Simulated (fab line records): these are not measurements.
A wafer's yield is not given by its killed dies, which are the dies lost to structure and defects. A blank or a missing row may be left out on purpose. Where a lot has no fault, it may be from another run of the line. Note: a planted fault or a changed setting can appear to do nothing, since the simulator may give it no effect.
Chamber matching    flow nandHarc    4 sister chambers for NHARC_P_GATE_ALD_36 on aldSin-03
The step deposits SiNx, target thk 20 nm, pulse time 60 s, ald cycles 223. 8 wafers are shown with their chamber, then 8 later ones without.

== EACH WAFER AND ITS CHAMBER ==
wafer   chamber  heaterPowerW (W)  precursorPulseHeightRel
L082.4  0        861               1.018
L084.2  2        826               0.974
L084.3  3        874               1.032
L084.5  1        724               1.015
L086.1  2        828               1.043
L086.3  0        833               0.986
L086.6  1        749               0.975
L090.3  3        899               0.994

== WAFERS WHOSE CHAMBER IS MISSING ==
wafer   heaterPowerW (W)  precursorPulseHeightRel
L090.1  849               1.020
L090.6  886               1.046
L093.1  740               1.015
L093.3  852               0.972
L093.4  883               0.997
L096.2  864               0.996
L096.4  816               1.037
L096.6  717               0.992

== EACH ONE'S CHAMBER ==
wafer   from the rows above           in truth
L090.1  can't be placed: 0 or 2 or 3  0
L090.6  can't be placed: 3 or 0       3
L093.1  1                             1
L093.3  can't be placed: 0 or 2 or 3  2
L093.4  can't be placed: 3 or 0       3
L096.2  can't be placed: 0 or 3 or 2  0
L096.4  can't be placed: 2 or 0       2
L096.6  1                             1
Placed correctly: 2 of 8. Not placeable from these rows: 6 (in 6, the candidates include the true chamber). Placed wrongly: 0.
How it was worked out, from the rows above alone: a wafer's distance from a chamber is the root of the sum, over the readings, of the square of ((its reading less the chamber's mean) divided by the reading's scatter). The wafer belongs to the nearest chamber; if the next one is less than 2 further off, it can't be placed. For every chamber, the mean is computed from those of its wafers that are shown. How the scatter is found: for the shown wafers, subtract from each reading the mean of its chamber, square and add these, divide the total by (wafers less chambers), then take the root.
